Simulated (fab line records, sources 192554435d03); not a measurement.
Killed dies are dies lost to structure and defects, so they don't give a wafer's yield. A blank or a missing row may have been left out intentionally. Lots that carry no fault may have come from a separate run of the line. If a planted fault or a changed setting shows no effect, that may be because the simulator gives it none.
fab line records + flow n5Finfet
[record]
- lots = 10
- wafers = 28
- lastDay = 18
route steps=1938 shown BEOL_M4@1111 BEOL_M7@1317 BEOL_M8@1334 PASSIVATION@1936
lots that met no fault: taken from a fault-free run of the same line
startH: start of the lot's first displayed wafer, in hours after the record's first day + waitH: hours since the lot's step before + " repeats the value in the row above + L1.1+2: one row covering several wafers at once + - no value present, or no start provided + * or withheld: withheld + < > ~ a bound
route shown NAME@n: a module of which the file shows steps, and the number in the route of the first + usual: the fault-free wafers' mean and standard deviation + same: alike in all rows + chamber/n: place in a boat + sites: the reading at each site + _std_site: their standard deviation + _edge_site: the outer-site mean with the inner-site mean subtracted + radiusMm: how far each site lies from the wafer's centre + mask NAME#n: copy n + behind: the most recent tool/chamber to have shaped the wafer + hold: reason for holding the lot/hours on hold/outcome of the hold + device: the n, p or np transistor that did not switch + end of line: at the end of the route, the tests of the same wafers + a step given without rows: its recipe and nothing more + killed: the dies lost at the first sort to structure and to defects; this is not the yield of the wafer + map: the dies of a wafer, with x for killed, . for not killed, _ for no die there
set.NAME: setting as actually run; set.NAME@STEP: the setting as run at that earlier step + model.NAME: the simulator's own value behind a step, which no gauge read
steps of the route over a sample of lots; a table a step, a row a wafer
services: a tool's chamber out of use, with start hour (startH, from the record's first day; less than 0 if before it), hours out, and reason
[[steps]]
[step N5_BEOL_M4_RC_MEAS_101]
[usual]
- DIBL_N = 36.0/1.7
- DIBL_P = 36.2/2.3
- IOFF_N = 0.16/0.03
- IOFF_P = 0.21/0.036
- ION_N = 679/11
- ION_P = 465/7.1
- SS_N = 71.4/0.58
- SS_P = 73.3/0.75
- VT_N = 249/3.1
- VT_P = -251/3.5
| lot.wafer | tool      | chamber | startH | waitH | DIBL_N[mV/V] | DIBL_P[mV/V] | IOFF_N[nA/um] | IOFF_P[nA/um] | ION_N[uA/um] | ION_P[uA/um] | SS_N[mV/dec] | SS_P[mV/dec] | VT_N[mV] | VT_P[mV] |
|-----------|-----------|---------|--------|-------|--------------|--------------|---------------|---------------|--------------|--------------|--------------|--------------|----------|----------|
| L380.2    | prober-02 | 0       | 206.34 | 0.2   | 36.7         | 36.3         | 0.16          | 0.21          | 684          | 467          | 70.8         | 73.6         | 249      | -251     |
| L380.3    | "         | 0       | "      | "     | 35.8         | 34.3         | 0.14          | 0.17          | 684          | 462          | 71.0         | 73.2         | 252      | -254     |
| L380.4    | "         | 0       | "      | "     | 35.3         | 34.4         | 0.14          | 0.18          | 674          | 462          | 70.6         | 72.6         | 251      | -250     |
| L382.2    | prober-01 | 0       | 214.02 | 0.2   | 34.9         | 34.8         | 0.15          | 0.19          | 675          | 465          | 71.7         | 73.6         | 249      | -253     |
| L382.5    | "         | 0       | "      | "     | 34.2         | 34.3         | 0.13          | 0.19          | 670          | 454          | 71.1         | 73.6         | 251      | -250     |
| L382.6    | "         | 0       | "      | "     | 36.1         | 35.9         | 0.17          | 0.21          | 683          | 465          | 72.0         | 73.6         | 249      | -251     |
| L384.4    | prober-01 | 0       | 230.55 | 0.5   | 35.2         | 36.6         | 0.13          | 0.20          | 650          | 455          | 71.3         | 74.1         | 254      | -251     |
| L384.5    | "         | 0       | "      | "     | 36.2         | 37.4         | 0.15          | 0.22          | 667          | 455          | 71.1         | 72.5         | 251      | -250     |
| L384.6    | "         | 0       | "      | "     | 35.6         | 35.9         | 0.14          | 0.18          | 665          | 458          | 71.6         | 73.0         | 254      | -254     |
| L387.1    | prober-01 | 0       | 251.64 | 0.2   | 35.9         | 35.8         | 0.15          | 0.22          | 681          | 470          | 71.1         | 73.0         | 249      | -252     |
| L387.4    | "         | 0       | "      | "     | 36.5         | 36.3         | 0.14          | 0.21          | 679          | 469          | 71.9         | 73.3         | 252      | -250     |
| L387.6    | "         | 0       | "      | "     | 36.0         | 35.3         | 0.14          | 0.21          | 677          | 469          | 71.3         | 73.0         | 253      | -247     |
| L390.4    | prober-01 | 0       | 259.43 | 0.5   | 33.6         | 34.0         | 0.16          | 0.19          | 687          | 461          | 71.4         | 73.0         | 249      | -254     |
| L390.5    | "         | 0       | "      | "     | 35.7         | 35.9         | 0.18          | 0.20          | 697          | 464          | 71.6         | 73.0         | 247      | -250     |
| L390.6    | "         | 0       | "      | "     | 35.5         | 35.8         | 0.18          | 0.21          | 695          | 463          | 71.7         | 73.6         | 246      | -250     |
| L393.1    | prober-02 | 0       | 280.22 | 0.0   | 39.7         | 41.2         | 0.23          | 0.28          | 703          | 477          | 72.0         | 73.9         | 244      | -247     |
| L393.4    | "         | 0       | "      | "     | 36.6         | 37.7         | 0.15          | 0.22          | 672          | 469          | 71.9         | 73.8         | 249      | -250     |
| L393.5    | "         | 0       | "      | "     | 36.5         | 37.4         | 0.15          | 0.20          | 681          | 469          | 71.9         | 72.5         | 249      | -250     |
| L394.4    | prober-02 | 0       | 284.02 | 0.5   | 36.7         | 39.3         | 0.20          | 0.22          | 691          | 467          | 71.7         | 73.9         | 244      | -252     |
| L394.6    | "         | 0       | "      | "     | 34.3         | 35.5         | 0.14          | 0.16          | 679          | 456          | 71.2         | 72.3         | 250      | -255     |
| L395.2    | prober-02 | 0       | 306.69 | 0.2   | 36.4         | 37.7         | 0.16          | 0.22          | 681          | 469          | 71.8         | 73.6         | 249      | -251     |
| L395.3    | "         | 0       | "      | "     | 37.2         | 38.2         | 0.18          | 0.23          | 680          | 464          | 71.8         | 74.4         | 249      | -252     |
| L395.6    | "         | 0       | "      | "     | 38.1         | 39.5         | 0.20          | 0.25          | 699          | 476          | 71.8         | 74.7         | 245      | -249     |
| L398.2    | prober-01 | 0       | 316.38 | 0.2   | 37.0         | 37.6         | 0.16          | 0.22          | 687          | 469          | 71.7         | 73.4         | 250      | -251     |
| L398.3    | "         | 0       | "      | "     | 36.6         | 37.2         | 0.17          | 0.22          | 683          | 462          | 71.3         | 73.8         | 247      | -252     |
| L398.5    | "         | 0       | "      | "     | 38.6         | 39.7         | 0.20          | 0.27          | 688          | 470          | 72.0         | 74.9         | 245      | -249     |
| L397.4    | prober-02 | 0       | 321.31 | 0.5   | 40.8         | 43.6         | 0.28          | 0.32          | 701          | 481          | 72.3         | 74.5         | 241      | -247     |
| L397.6    | "         | 0       | "      | "     | 36.5         | 37.9         | 0.16          | 0.22          | 672          | 462          | 72.2         | 72.9         | 253      | -250     |
[step N5_BEOL_M7_CURE_75]
[recipe]
- tempC = 370
- timeS = 120
- ambient = DMADMS/He
- material = SiCOH_lowk
[usual]
- lampPowerPct = 52.31/0.053
- wafer_temp_C_max = 372.2/0.6
| lot.wafer | tool      | chamber | startH | waitH | lampPowerPct | wafer_temp_C_max |
|-----------|-----------|---------|--------|-------|--------------|------------------|
| L380.2    | uvCure-03 | 2       | 236.60 | 0.1   | 52.38        | 371.5            |
| L380.3    | "         | 2       | "      | "     | 52.26        | 372.1            |
| L380.4    | "         | 2       | "      | "     | 52.35        | 372.1            |
| L382.2    | uvCure-02 | 1       | 244.71 | 0.1   | 52.30        | 372.8            |
| L382.5    | "         | 1       | "      | "     | 52.26        | 372.9            |
| L382.6    | "         | 1       | "      | "     | 52.32        | 372.9            |
| L384.4    | uvCure-02 | 1       | 257.14 | 0.2   | 52.26        | 372.2            |
| L384.5    | "         | 1       | "      | "     | 52.34        | 372.5            |
| L384.6    | "         | 1       | "      | "     | 52.37        | 372.4            |
| L387.1    | uvCure-02 | 1       | 283.37 | 0.1   | 52.24        | 373.6            |
| L387.4    | "         | 1       | "      | "     | 52.35        | 372.0            |
| L387.6    | "         | 1       | "      | "     | 52.27        | 373.1            |
| L390.4    | uvCure-03 | 0       | 292.65 | 0.2   | 52.23        | 372.2            |
| L390.5    | "         | 0       | "      | "     | 52.36        | 372.4            |
| L390.6    | "         | 0       | "      | "     | 52.34        | 372.1            |
| L393.1    | uvCure-02 | 0       | 305.98 | 0.3   | 52.32        | 372.6            |
| L393.4    | "         | 0       | "      | "     | 52.37        | 372.2            |
| L393.5    | "         | 0       | "      | "     | 52.25        | 371.4            |
| L394.4    | uvCure-01 | 2       | 312.55 | 0.2   | 52.37        | 371.6            |
| L394.6    | "         | 2       | "      | "     | 52.27        | 371.3            |
| L395.2    | uvCure-02 | 2       | 333.96 | 0.1   | 52.32        | 371.8            |
| L395.3    | "         | 2       | "      | "     | 52.31        | 371.2            |
| L395.6    | "         | 2       | "      | "     | 52.39        | 371.6            |
| L398.2    | uvCure-02 | 0       | 344.92 | 0.1   | 52.37        | 372.1            |
| L398.3    | "         | 0       | "      | "     | 52.27        | 371.7            |
| L398.5    | "         | 0       | "      | "     | 52.30        | 371.8            |
| L397.4    | uvCure-03 | 2       | 345.67 | 0.2   | 52.28        | 372.6            |
| L397.6    | "         | 2       | "      | "     | 52.31        | 372.2            |
[step N5_BEOL_M7_SPUTTER_48]
[recipe]
- material = Cu
- targetThkA = 100
- tempC = -20
- biasV = 60
- powerW = 26000
- chamberPressurePa = 0.13
- timeS = 1.667
[usual]
- throttleValvePct = 30.7/0.85
| lot.wafer | tool          | chamber | startH | waitH | throttleValvePct |
|-----------|---------------|---------|--------|-------|------------------|
| L380.2    | pvdSputter-01 | -       | 237.77 | 0.1   | 29.6             |
| L380.3    | "             | -       | "      | "     | 30.2             |
| L380.4    | "             | -       | "      | "     | 29.9             |
| L382.2    | pvdSputter-03 | -       | 246.72 | 0.1   | 32.0             |
| L382.5    | "             | -       | "      | "     | 30.5             |
| L382.6    | "             | -       | "      | "     | 31.8             |
| L384.4    | pvdSputter-03 | -       | 257.90 | 0.1   | 31.3             |
| L384.5    | "             | -       | "      | "     | 30.3             |
| L384.6    | "             | -       | "      | "     | 32.1             |
| L387.1    | pvdSputter-01 | -       | 285.81 | 0.1   | 30.3             |
| L387.4    | "             | -       | "      | "     | 29.7             |
| L387.6    | "             | -       | "      | "     | 29.8             |
| L390.4    | pvdSputter-01 | -       | 293.85 | 0.1   | 30.3             |
| L390.5    | "             | -       | "      | "     | 29.7             |
| L390.6    | "             | -       | "      | "     | 29.9             |
| L393.1    | pvdSputter-01 | -       | 308.46 | 1.3   | 29.8             |
| L393.4    | "             | -       | "      | "     | 29.7             |
| L393.5    | "             | -       | "      | "     | 29.5             |
| L394.4    | pvdSputter-02 | -       | 313.98 | 0.4   | 30.8             |
| L394.6    | "             | -       | "      | "     | 31.3             |
| L395.2    | pvdSputter-01 | -       | 335.69 | 0.2   | 30.4             |
| L395.3    | "             | -       | "      | "     | 29.7             |
| L395.6    | "             | -       | "      | "     | 30.4             |
| L398.2    | pvdSputter-03 | -       | 346.07 | 0.2   | 31.7             |
| L398.3    | "             | -       | "      | "     | 30.6             |
| L398.5    | "             | -       | "      | "     | 30.4             |
| L397.4    | pvdSputter-01 | -       | 348.13 | 1.4   | 29.3             |
| L397.6    | "             | -       | "      | "     | 30.4             |
[step N5_BEOL_M7_ANNEAL_51]
[recipe]
- tempC = 225
- timeS = 90
- ambient = N2
[usual]
- annealTempC = 224.99/0.17
- annealTempCMax = 226.02/0.24
- wafer_temp_C_max = 226.6/0.62
| lot.wafer | tool         | chamber | startH | waitH | annealTempC | annealTempCMax | wafer_temp_C_max |
|-----------|--------------|---------|--------|-------|-------------|----------------|------------------|
| L380.2    | rtpAnneal-01 | 0       | 238.29 | 0.4   | 224.84      | 225.92         | 227.1            |
| L380.3    | "            | 0       | "      | "     | 224.94      | 225.75         | 227.0            |
| L380.4    | "            | 0       | "      | "     | 224.92      | 225.94         | 226.7            |
| L382.2    | rtpAnneal-01 | -       | 247.15 | 0.3   | -           | -              | -                |
| L382.5    | "            | -       | "      | "     | -           | -              | -                |
| L382.6    | "            | -       | "      | "     | -           | -              | -                |
| L384.4    | rtpAnneal-01 | -       | 258.25 | 0.2   | -           | -              | -                |
| L384.5    | "            | -       | "      | "     | -           | -              | -                |
| L384.6    | "            | -       | "      | "     | -           | -              | -                |
| L387.1    | rtpAnneal-01 | -       | 286.57 | 0.6   | -           | -              | -                |
| L387.4    | "            | -       | "      | "     | -           | -              | -                |
| L387.6    | "            | -       | "      | "     | -           | -              | -                |
| L390.4    | rtpAnneal-02 | 0       | 294.58 | 0.6   | 224.90      | 225.89         | 226.1            |
| L390.5    | "            | 0       | "      | "     | 224.87      | 225.80         | 225.8            |
| L390.6    | "            | 0       | "      | "     | 224.90      | 225.71         | 225.8            |
| L393.1    | rtpAnneal-01 | 0       | 308.76 | 0.2   | 225.03      | 226.27         | 227.5            |
| L393.4    | "            | 0       | "      | "     | 224.86      | 225.98         | 226.5            |
| L393.5    | "            | 0       | "      | "     | 224.98      | 226.35         | 227.1            |
| L394.4    | rtpAnneal-01 | 0       | 314.42 | 0.3   | 224.95      | 226.22         | 227.2            |
| L394.6    | "            | 0       | "      | "     | 225.00      | 225.95         | 227.1            |
| L395.2    | rtpAnneal-01 | 0       | 335.95 | 0.1   | 224.85      | 225.71         | 227.6            |
| L395.3    | "            | 0       | "      | "     | 224.81      | 225.84         | 226.5            |
| L395.6    | "            | 0       | "      | "     | 224.68      | 226.02         | 226.7            |
| L398.2    | rtpAnneal-01 | 0       | 346.75 | 0.5   | 224.91      | 226.19         | 226.5            |
| L398.3    | "            | 0       | "      | "     | 224.90      | 225.81         | 226.7            |
| L398.5    | "            | 0       | "      | "     | 224.93      | 225.89         | 227.4            |
| L397.4    | rtpAnneal-02 | 0       | 348.65 | 0.4   | 224.97      | 225.89         | 226.1            |
| L397.6    | "            | 0       | "      | "     | 225.40      | 226.54         | 226.2            |
[step N5_BEOL_M7_CMP_52]
[recipe]
- stopOn = SiCOH_lowk
- tOverpolishS = 6.9
- downForcePsi = 1
- platenRpm = 50
- clearingPlatenDownForcePsi = 1.5
- clearingPlatenRpm = 50
- postCmpClean = cuAlkaline
- targetThkNm = 80
- clearingPlatenPadVelocityMS = 0.99484
- padVelocityMS = 0.99484
[usual]
- barrierFieldEndpointS = 28.8/0.73
- clearingPlatenRpm = 50.000/0.021
- motorCurrentA = 5.9/0.51
- overpolishRunS = 6.899/0.0094
- slurryFilterDpKPa = 13.48/0.14
- timeToEndpointS = 63/3
| lot.wafer | tool   | chamber | startH | waitH | barrierFieldEndpointS | clearingPlatenRpm | motorCurrentA | overpolishRunS | slurryFilterDpKPa | timeToEndpointS |
|-----------|--------|---------|--------|-------|-----------------------|-------------------|---------------|----------------|-------------------|-----------------|
| L380.3    | cmp-04 | 1       | 238.54 | 0.2   | 28.8                  | 50.000            | 7.0           | 6.895          | 13.47             | 65              |
| L380.2    | "      | 2       | "      | "     | 27.5                  | 50.002            | 5.2           | 6.890          | 13.52             | 59              |
| L380.4    | "      | 0       | "      | "     | 28.9                  | 50.012            | 5.7           | 6.886          | 13.65             | 61              |
| L382.2    | cmp-04 | 1       | 247.41 | 0.2   | 35.1                  | 49.998            | 6.6           | 6.886          | 13.60             | 82              |
| L382.6    | "      | 1       | "      | "     | 34.5                  | 50.014            | 6.4           | 6.901          | 13.49             | 82              |
| L382.5    | "      | 2       | "      | "     | 32.5                  | 50.012            | 5.4           | 6.886          | 13.37             | 82              |
| L384.4    | cmp-01 | 1       | 258.55 | 0.3   | 34.2                  | 50.001            | 6.0           | 6.910          | 13.32             | 81              |
| L384.5    | "      | 3       | "      | "     | 33.6                  | 49.980            | 5.9           | 6.907          | 13.30             | 81              |
| L384.6    | "      | 0       | "      | "     | 35.3                  | 50.006            | 5.8           | 6.866          | 13.49             | 81              |
| L387.4    | cmp-04 | 3       | 286.87 | 0.1   | 34.4                  | 50.004            | 5.9           | 6.907          | 13.39             | 80              |
| L387.1    | "      | 1       | "      | "     | 34.7                  | 49.980            | 7.0           | 6.892          | 13.56             | 79              |
| L387.6    | "      | 3       | "      | "     | 35.3                  | 49.991            | 6.0           | 6.908          | 13.45             | 80              |
| L390.4    | cmp-04 | 1       | 294.86 | 0.2   | 29.7                  | 50.002            | 6.8           | 6.894          | 13.57             | 66              |
| L390.6    | "      | 2       | "      | "     | 28.3                  | 49.999            | 5.4           | 6.885          | 13.51             | 61              |
| L390.5    | "      | 3       | "      | "     | 30.2                  | 50.000            | 6.2           | 6.884          | 13.35             | 66              |
| L393.1    | cmp-01 | 2       | 309.06 | 0.3   | 28.9                  | 50.026            | 6.5           | 6.897          | 13.43             | 64              |
| L393.4    | "      | 3       | "      | "     | 29.7                  | 50.017            | 5.4           | 6.891          | 13.30             | 64              |
| L393.5    | "      | 2       | "      | "     | 29.1                  | 49.998            | 6.4           | 6.906          | 13.66             | 67              |
| L394.4    | cmp-01 | 3       | 314.71 | 0.2   | 29.0                  | 50.001            | 5.6           | 6.896          | 13.71             | 60              |
| L394.6    | "      | 0       | "      | "     | 29.6                  | 49.988            | 5.7           | 6.892          | 13.58             | 63              |
| L395.2    | cmp-01 | 1       | 336.20 | 0.2   | 29.0                  | 50.015            | 5.5           | 6.898          | 13.45             | 63              |
| L395.3    | "      | 3       | "      | "     | 29.7                  | 49.981            | 5.8           | 6.904          | 13.29             | 64              |
| L395.6    | "      | 2       | "      | "     | 29.9                  | 50.002            | 6.8           | 6.903          | 13.40             | 64              |
| L398.2    | cmp-04 | 2       | 347.04 | 0.2   | 27.8                  | 50.006            | 5.3           | 6.897          | 13.62             | 61              |
| L398.3    | "      | 3       | "      | "     | 29.1                  | 50.004            | 5.9           | 6.891          | 13.55             | 68              |
| L398.5    | "      | 1       | "      | "     | 29.4                  | 49.981            | 6.6           | 6.903          | 13.68             | 69              |
| L397.4    | cmp-04 | 2       | 348.85 | 0.2   | 28.3                  | 49.975            | 5.4           | 6.903          | 13.42             | 63              |
| L397.6    | "      | 1       | "      | "     | 28.7                  | 50.038            | 6.6           | 6.906          | 13.51             | 62              |
[step N5_BEOL_M8_THK_MEAS_01]
[recipe]
- reads = SiCOH_lowk_of_BEOL_M8_ILD_DEP_00
[usual]
- M8_ILD_THK = 155.5/1.9
| lot.wafer | tool         | chamber | startH | waitH | M8_ILD_THK[nm] |
|-----------|--------------|---------|--------|-------|----------------|
| L380.2    | filmMetro-01 | -       | 240.14 | 0.7   | 154.9          |
| L380.3    | "            | -       | "      | "     | 153.3          |
| L380.4    | "            | -       | "      | "     | 156.9          |
| L382.2    | filmMetro-01 | -       | 248.62 | 0.4   | 154.6          |
| L382.5    | "            | -       | "      | "     | 158.4          |
| L382.6    | "            | -       | "      | "     | 157.7          |
| L384.4    | filmMetro-02 | -       | 259.55 | 0.2   | 156.0          |
| L384.5    | "            | -       | "      | "     | 157.1          |
| L384.6    | "            | -       | "      | "     | 158.6          |
| L387.1    | filmMetro-02 | -       | 287.94 | 0.4   | 155.1          |
| L387.4    | "            | -       | "      | "     | 156.1          |
| L387.6    | "            | -       | "      | "     | 158.9          |
| L390.4    | filmMetro-01 | -       | 295.81 | 0.2   | 158.6          |
| L390.5    | "            | -       | "      | "     | 158.8          |
| L390.6    | "            | -       | "      | "     | 157.7          |
| L393.1    | filmMetro-02 | -       | 310.44 | 0.4   | 154.9          |
| L393.4    | "            | -       | "      | "     | 154.0          |
| L393.5    | "            | -       | "      | "     | 156.2          |
| L394.4    | filmMetro-02 | -       | 315.77 | 0.2   | 157.0          |
| L394.6    | "            | -       | "      | "     | 155.8          |
| L395.2    | filmMetro-02 | -       | 337.26 | 0.4   | 155.3          |
| L395.3    | "            | -       | "      | "     | 155.8          |
| L395.6    | "            | -       | "      | "     | 156.7          |
| L398.2    | filmMetro-01 | -       | 348.06 | 0.4   | 152.9          |
| L398.3    | "            | -       | "      | "     | 154.4          |
| L398.5    | "            | -       | "      | "     | 155.4          |
| L397.4    | filmMetro-02 | -       | 349.88 | 0.2   | 156.1          |
| L397.6    | "            | -       | "      | "     | 156.2          |
[step N5_PASSIVATION_PROBE_49]
[usual]
- defectLimitedYield = 91.3/1.5
- killed_at_M0_to_M3 = 31/11
- killed_at_M4_up = 14/5.1
- killedAtContacts = 12/5.6
- killedAtFrontEnd = 42/12
- killedAtOther = 3.8/2.9
- killedDies = 103/18
- killedOpen = 67/14
- killedShort = 33/8
- sort_bin_4_leakage = 0.00/0.0073
- sort_bin_5_function = 5.1/1
- sort_bin_6_memory = 3.2/0.75
- sortNPass = 1077/18
- sortYieldPct = 91.3/1.5
[same]
- grossDies = 1180
- killedAtBackSide = 0
- sort_bin_8_speed[%] = 0
| lot.wafer | tool      | chamber | startH | waitH | defectLimitedYield[%] | killed_at_M0_to_M3 | killed_at_M4_up | killedAtContacts | killedAtFrontEnd | killedAtOther | killedDies | killedOpen | killedShort | sort_bin_4_leakage[%] | sort_bin_5_function[%] | sort_bin_6_memory[%] | sortNPass | sortYieldPct[%] |
|-----------|-----------|---------|--------|-------|-----------------------|--------------------|-----------------|------------------|------------------|---------------|------------|------------|-------------|-----------------------|------------------------|----------------------|-----------|-----------------|
| L382.2    | prober-01 | -       | 339.47 | 0.1   | 45.7                  | 15                 | 551             | 11               | 60               | 4             | 641        | 73         | 22          | 0                     | 4.5                    | 3.2                  | 539       | 45.7            |
| L382.5    | prober-01 | -       | 339.62 | 0.2   | 93.2                  | 17                 | 12              | 9                | 36               | 6             | 80         | 49         | 31          | 0                     | 4.0                    | 2.5                  | 1100      | 93.2            |
| L382.6    | prober-01 | -       | 339.67 | 0.3   | 92.0                  | 22                 | 16              | 8                | 45               | 3             | 94         | 64         | 29          | 0                     | 4.2                    | 3.4                  | 1086      | 92.0            |
| L384.4    | prober-02 | -       | 349.86 | 2.6   | 63.6                  | 8                  | 365             | 7                | 44               | 6             | 430        | 45         | 31          | 0                     | 3.7                    | 2.7                  | 750       | 63.6            |
| L384.5    | prober-02 | -       | 349.91 | 2.6   | 60.2                  | 14                 | 399             | 4                | 41               | 12            | 470        | 58         | 30          | 0                     | 4.2                    | 3.1                  | 710       | 60.2            |
| L384.6    | prober-02 | -       | 349.96 | 2.7   | 93.1                  | 13                 | 14              | 9                | 42               | 3             | 81         | 50         | 30          | 0                     | 3.7                    | 2.9                  | 1099      | 93.1            |
| L387.1    | prober-01 | -       | 364.25 | 0.0   | 89.8                  | 28                 | 16              | 20               | 54               | 2             | 120        | 72         | 45          | 0                     | 5.2                    | 4.3                  | 1060      | 89.8            |
| L387.4    | prober-01 | -       | 364.40 | 0.2   | 45.3                  | 18                 | 571             | 16               | 40               | 1             | 646        | 62         | 33          | 0                     | 4.7                    | 3.0                  | 534       | 45.3            |
| L387.6    | prober-01 | -       | 364.50 | 0.3   | 64.7                  | 24                 | 332             | 10               | 47               | 3             | 416        | 60         | 35          | 0                     | 4.8                    | 3.1                  | 764       | 64.7            |
// killed by level:class
L382.2 BEOL_M7:areaCmp=536 FIN_SAQP:geometricParticle:open=15 MOL_CONTACT_COAG:geometricParticle:open=10 HKMG_FIN:areaEtch=10 STI_FIN_REVEAL:geometricParticle:open=8 GATE_CUT:geometricParticle:short=6 BEOL_M2:geometricParticle:open=6 FIN_SAQP:geometricParticle:short=5
L382.5 FIN_SAQP:geometricParticle:short=11 DUMMY_GATE:geometricParticle:open=9 MOL_CONTACT_COAG:geometricParticle:open=6 BEOL_M5:geometricParticle:open=6 STI_FIN_REVEAL:geometricParticle:open=4 BEOL_M0_SAQP:geometricParticle:open=4 STARTING-WAFER:geometricParticle:open=4 MOL_CONTACT_COAG:geometricParticle:short=3
L382.6 FIN_SAQP:geometricParticle:open=15 FIN_SAQP:geometricParticle:short=13 BEOL_M1:geometricParticle:open=11 MOL_CONTACT_COAG:geometricParticle:open=8 BEOL_M4:geometricParticle:open=8 GATE_CUT:geometricParticle:open=6 GATE_CUT:geometricParticle:short=5 BEOL_M3:geometricParticle:open=3
L384.4 BEOL_M7:areaCmp=353 FIN_SAQP:geometricParticle:open=8 FIN_SAQP:geometricParticle:short=6 STI_FIN_REVEAL:geometricParticle:open=6 GATE_CUT:geometricParticle:short=6 MOL_CONTACT_COAG:geometricParticle:open=6 DUMMY_GATE:geometricParticle:short=4 DUMMY_GATE:geometricParticle:open=4
L384.5 BEOL_M7:areaCmp=378 FIN_SAQP:geometricParticle:open=8 DUMMY_GATE:geometricParticle:open=8 FIN_SAQP:geometricParticle:short=7 BEOL_M4:geometricParticle:open=7 BEOL_M5:geometricParticle:open=6 PAD_METAL:geometricParticle:short=4 GATE_CUT:geometricParticle:short=3
L384.6 FIN_SAQP:geometricParticle:open=11 FIN_SAQP:geometricParticle:short=9 MOL_CONTACT_COAG:geometricParticle:open=8 DUMMY_GATE:geometricParticle:open=4 BEOL_M1:geometricParticle:open=4 BEOL_M4:geometricParticle:open=4 STI_FIN_REVEAL:geometricParticle:open=3 GATE_CUT:geometricParticle:short=3
L387.1 MOL_CONTACT_COAG:geometricParticle:open=18 STI_FIN_REVEAL:geometricParticle:open=12 GATE_CUT:geometricParticle:open=11 GATE_CUT:geometricParticle:short=8 BEOL_M0_SAQP:geometricParticle:short=7 BEOL_M2:geometricParticle:short=7 FIN_SAQP:geometricParticle:short=6 FIN_SAQP:geometricParticle:open=6
L387.4 BEOL_M7:areaCmp=550 FIN_SAQP:geometricParticle:open=14 MOL_CONTACT_COAG:geometricParticle:open=14 FIN_SAQP:geometricParticle:short=6 GATE_CUT:geometricParticle:short=6 BEOL_M4:geometricParticle:open=5 BEOL_M1:geometricParticle:open=4 BEOL_M2:geometricParticle:short=4
L387.6 BEOL_M7:areaCmp=319 STI_FIN_REVEAL:geometricParticle:open=17 MOL_CONTACT_COAG:geometricParticle:open=7 FIN_SAQP:geometricParticle:open=5 BEOL_M1:geometricParticle:short=5 FIN_SAQP:geometricParticle:short=4 BEOL_M3:geometricParticle:open=4 BEOL_M4:geometricParticle:open=4
[[services]]
| tool      | chamber | startH | hours | kind                          |
|-----------|---------|--------|-------|-------------------------------|
| uvCure-03 | -       | 218.91 | 0.2   | repair                        |
| cmp-01    | -       | 220.21 | 6.4   | pm                            |
| uvCure-02 | -       | 226.71 | 2.1   | pm                            |
| cmp-01    | -       | 231.02 | 3.8   | repair                        |
| cmp-01    | -       | 242.13 | 4.0   | pm                            |
| cmp-01    | -       | 246.13 | -     | consumableReplace:conditioner |
| cmp-01    | -       | 246.13 | -     | consumableReplace:pad         |
| uvCure-03 | -       | 247.27 | 2.1   | pm                            |
| uvCure-01 | -       | 250.39 | 7.5   | pm                            |
| cmp-01    | -       | 257.31 | 0.7   | repair                        |
| cmp-04    | -       | 257.55 | 19.6  | repair                        |
| uvCure-03 | -       | 258.70 | 7.5   | pm                            |
| uvCure-01 | -       | 270.71 | 7.5   | pm                            |
| uvCure-01 | -       | 280.97 | 2.1   | pm                            |
| cmp-01    | -       | 290.15 | 2.1   | repair                        |
| cmp-04    | -       | 293.90 | 0.8   | repair                        |
| cmp-01    | -       | 302.33 | 2.1   | repair                        |
| cmp-04    | -       | 326.72 | 2.6   | repair                        |
| cmp-01    | -       | 326.75 | 4.6   | pm                            |
[[key]]
[firstSign]
- step = N5_BEOL_M7_ANNEAL_51
- reading = toolRecord
- direction = missing
[effect]
- step = N5_BEOL_M7_CMP_52
- reading = barrierFieldEndpointS
- direction = up
- sigmas = 7.7
- usual = 28.8
- struck = 34.4
[effect]
- step = N5_PASSIVATION_PROBE_49
- reading = killed_at_M4_up
- direction = up
- sigmas = 46
- usual = 14
- struck = 253
- wafersMoved = 5
[moreKillsBornAt]
- N5_BEOL_M7_CMP_52@cmp-04 = 1405
- N5_BEOL_M7_CMP_52@cmp-01 = 731
metAt N5_BEOL_M7_ANNEAL_51
struckLots L382,L384,L387
[baselineLoss]
- step = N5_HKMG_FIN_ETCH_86
- wafers = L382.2
notActingAt N5_BEOL_M7_CURE_75,N5_BEOL_M7_SPUTTER_48,N5_BEOL_M8_THK_MEAS_01
onsetBetween 238.29 247.15
[fault]
- kind = skippedStepWhole
- tool = rtpAnneal-01
- chamber = -
- onsetH = 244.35
- steps = N5_BEOL_M7_ANNEAL_51
- scope = struckLotsOnly
// baselineLoss: these wafers lose ten dies or more at that step, a loss of the line's own and not of a fault; the sort's usual values leave them out
